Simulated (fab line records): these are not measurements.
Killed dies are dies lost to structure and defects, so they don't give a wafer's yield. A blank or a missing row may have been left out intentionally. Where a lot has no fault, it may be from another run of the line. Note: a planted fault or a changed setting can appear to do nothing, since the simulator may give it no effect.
Comparing a struck lot with a sound one | flow n5Finfet | 44 steps out of a route of 1938
Sound: the wafers L783.3, L783.4, L783.6. Struck: wafer L797.4 (L797.3, L797.5, from the same lot, were not struck and are left out); the cause is given at the end.
For every step that has rows: the tool of each side, followed by ch and its chambers, followed by its first start. Under that, the readings that differ: sound wafers | struck wafers | difference of the means | sigmas: that difference in standard deviations of wafers without a fault.
alike: a reading whose means differ by less than 2 such deviations, as well as words and numbers matching on both sides. not compared: withheld readings; readings where some wafer has no value; bounds like >300 that might hide an equal value; numbers whose values overlap and for which the record gives no deviation.
A row with sigmas, a row that says differs or no value, or rows on one side alone: a step with any of these is where the two part. Non-overlapping numbers with no deviation appear without sigmas and do not part them. A reading missing from all wafers of one side parts the sides only when that side holds two or more wafers.

N5_BEOL_M7_ALD_77: deposits TaN, target thk 2 nm, pulse time 2 s, purge time 3 s.
  sound on aldMetal-04 ch 1,3, day 10 17:00; struck on aldMetal-02 ch 0, day 13 23:37
  alike: heaterPowerW, precursorVesselPressureTorr, susceptorTempC
then, 2 steps without rows for these wafers: N5_BEOL_M7_SURFACE_TREAT_79; N5_BEOL_M7_CVD_78 (deposits Co from CCTBA/H2, target thk 2 nm, time 142.3 s).
N5_BEOL_M7_SPUTTER_48: material Cu, target thk 10 nm, time 1.667 s.
  sound on pvdSputter-01, day 10 17:31; struck on pvdSputter-01, day 14 00:25
  alike: chamberPressurePa, susceptorTempC, throttleValvePct
then, 3 steps without rows for these wafers: N5_BEOL_M7_ECD_50 (material Cu, target thk 300 nm); N5_BEOL_M7_ANNEAL_51 (time 90 s); N5_BEOL_M7_CMP_52 (polishes, stops on SiCOH lowk, t overpolish 6.9 s, target thk 80 nm).
N5_BEOL_M7_THK_MEAS_53: measures by xrf.
  sound on filmMetro-01, day 10 19:39; struck on filmMetro-01, day 14 01:22
  alike: M7_THK
then, 2 steps without rows for these wafers: N5_BEOL_M7_PRE_CLEAN_55 (time 15 s); N5_BEOL_M7_DEP_56 (deposits SiCN from 3MS/NH3, target thk 10 nm, time 17.5 s).
N5_BEOL_M7_RS_MEAS_57: measures by four-point-probe.
  sound on filmMetro-01, day 10 19:47; struck on filmMetro-02, day 14 01:31
  alike: M7_RS
N5_BEOL_M7_INSPECT_58: inspects for defects (darkfield).
  sound on defectInspect-01, day 10 19:49; struck on defectInspect-02, day 14 01:33
  alike: rawDefectCount
N5_BEOL_M8_ILD_DEP_00: deposits SiCOH lowk from DEMS/porogen, target thk 179.75 nm, time 33.4 s.
  sound on pecvd-01 ch 0,2, day 10 19:51; struck on pecvd-01 ch 0, day 14 01:35
reading                                           | sound                | struck | difference | sigmas
susceptorTempC (C)                                | 300.00 299.76 300.25 | 305.79 | +5.79      | +28
model.SiCOH_lowk_of_BEOL_M8_ILD_DEP_00.thkNm (nm) | 180.4 183 180        | 174.6  | -6.5       | 
  alike: heaterPowerW, showerheadPlenumPTorr, throttleValvePct
N5_BEOL_M8_CURE_74: cures SiCOH lowk, time 240 s.
  sound on uvCure-02 ch 0, day 10 20:04; struck on uvCure-01 ch 1, day 14 01:49
  alike: lampPowerPct, wafer_temp_C_max
N5_BEOL_M8_THK_MEAS_01:
  sound on filmMetro-02, day 10 20:26; struck on filmMetro-02, day 14 02:10
reading         | sound             | struck | difference | sigmas
M8_ILD_THK (nm) | 155.3 157.9 155.1 | 150.4  | -5.7       | -3
N5_BEOL_M8_PECVD_70: deposits SiO2 from TEOS/O2, target thk 20 nm, time 22.7 s.
  sound on pecvd-04 ch 0,1,2, day 10 20:28; struck on pecvd-01 ch 0, day 14 02:12
  alike: heaterPowerW, showerheadPlenumPTorr, susceptorTempC, throttleValvePct
then, 9 steps without rows for these wafers: N5_BEOL_M8_HM_DEP_02 (deposits TiN, target thk 20 nm); N5_BEOL_M8_COAT_59 (time 60 s, resist thk 100 nm); N5_BEOL_M8_COAT_60 (time 60 s, resist thk 35 nm); N5_BEOL_M8_COAT_05 (resist thk 90 nm); N5_BEOL_M8_EBR_07; N5_BEOL_M8_SOFTBAKE_06 (time 60 s); N5_BEOL_M8_EXPOSE_08 (exposes mask M8); N5_BEOL_M8_PEB_09 (peb time 60 s); N5_BEOL_M8_DEVELOP_10 (develop time 30 s).
N5_BEOL_M8_CD_MEAS_11: the cd target is 38.5 nm.
  sound on cdSem-03 ch 0, day 10 21:10; struck on cdSem-02 ch 0, day 14 04:21
  alike: cdNm
N5_BEOL_M8_OVL_MEAS_12:
  sound on overlay-01 ch 0, day 10 21:13; struck on overlay-02 ch 0, day 14 04:22
  alike: M8_OVL
N5_BEOL_M8_INSPECT_13: inspects for defects (brightfield).
  sound on defectInspect-01, day 10 21:15; struck on defectInspect-02, day 14 04:24
  alike: rawDefectCount
then, 6 steps without rows for these wafers: N5_BEOL_M8_DESCUM_16 (chemistry O2, time 7.9 s); N5_BEOL_M8_ETCH_61 (etches SiARC in CF4, target depth 45.5 nm, time 75.8 s); N5_BEOL_M8_ETCH_62 (etches SOC in N2/H2, target depth 110 nm, overetch 22 nm, time 165 s); N5_BEOL_M8_STRIP_68 (strips in N2/H2); N5_BEOL_M8_STRIP_67 (strips in CF4); N5_BEOL_M8_HM_OPEN_17 (chemistry Cl2/BCl3, target TiN, target depth 20 nm, overetch 6 nm).
N5_BEOL_M8_STRIP_19: strips in O2.
  sound on rieDiel-01 ch 0,2, day 10 22:40; struck on rieDiel-03 ch 0, day 14 05:28
  alike: drypumpMotorCurrentA, oesProductAu, rfVppV, showerheadPlenumPTorr, throttleValvePct
  not compared: rfHoursCounterH
N5_BEOL_M8_CD_MEAS_18: pitch 80 nm, target cd 40 nm.
  sound on cdSem-01, day 10 22:44; struck on cdSem-01, day 14 05:32
  alike: cdNm
then, 6 steps without rows for these wafers: N5_BEOL_M8_COAT_63 (time 60 s, resist thk 60 nm); N5_BEOL_M8_COAT_64 (time 60 s, resist thk 12 nm); N5_BEOL_M8_COAT_71 (time 60 s, resist thk 5 nm); N5_BEOL_M8_COAT_22 (resist thk 30 nm); N5_BEOL_M8_EBR_24; N5_BEOL_M8_SOFTBAKE_23 (time 60 s).
N5_BEOL_M8_CMP_52: polishes, stops on SiCOH lowk, t overpolish 6.9 s, target thk 80 nm.
  sound on cmp-03 ch 1,2,3, day 11 05:08; struck on cmp-04 ch 3, day 14 08:52
reading                                           | sound             | struck | difference | sigmas
model.SiCOH_lowk_of_BEOL_M8_ILD_DEP_00.thkNm (nm) | 152.4 154.8 152.2 | 147.6  | -5.5       | 
  alike: barrierFieldEndpointS, motorCurrentA, overpolishRunS, timeToEndpointS
-- here the record skips 3 days between the struck wafers' starts before and after, leaving off in module BEOL_M8 and picking up in module PASSIVATION (first step shown: number 1936 of the route) --
N5_PASSIVATION_PROBE_49:
  sound on prober-01, day 14 07:29; struck on prober-01, day 17 12:35
reading     | sound    | struck | difference | sigmas
killedShort | 30 48 57 | 28     | -17        | -2
  alike: defectLimitedYield, killed_at_M0_to_M3, killed_at_M4_up, killedAtContacts, killedAtFrontEnd, killedAtOther, killedDies, killedOpen, sort_bin_5_function, sort_bin_6_memory, sortNPass, sortYieldPct

WHERE THEY PART
At N5_BEOL_M8_ILD_DEP_00 first; at N5_PASSIVATION_PROBE_49 last (within this record only).

WHY: the cause the simulator had injected
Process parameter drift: pecvd-01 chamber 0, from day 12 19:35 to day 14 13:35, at N5_BEOL_M8_ILD_DEP_00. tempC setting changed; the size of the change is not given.
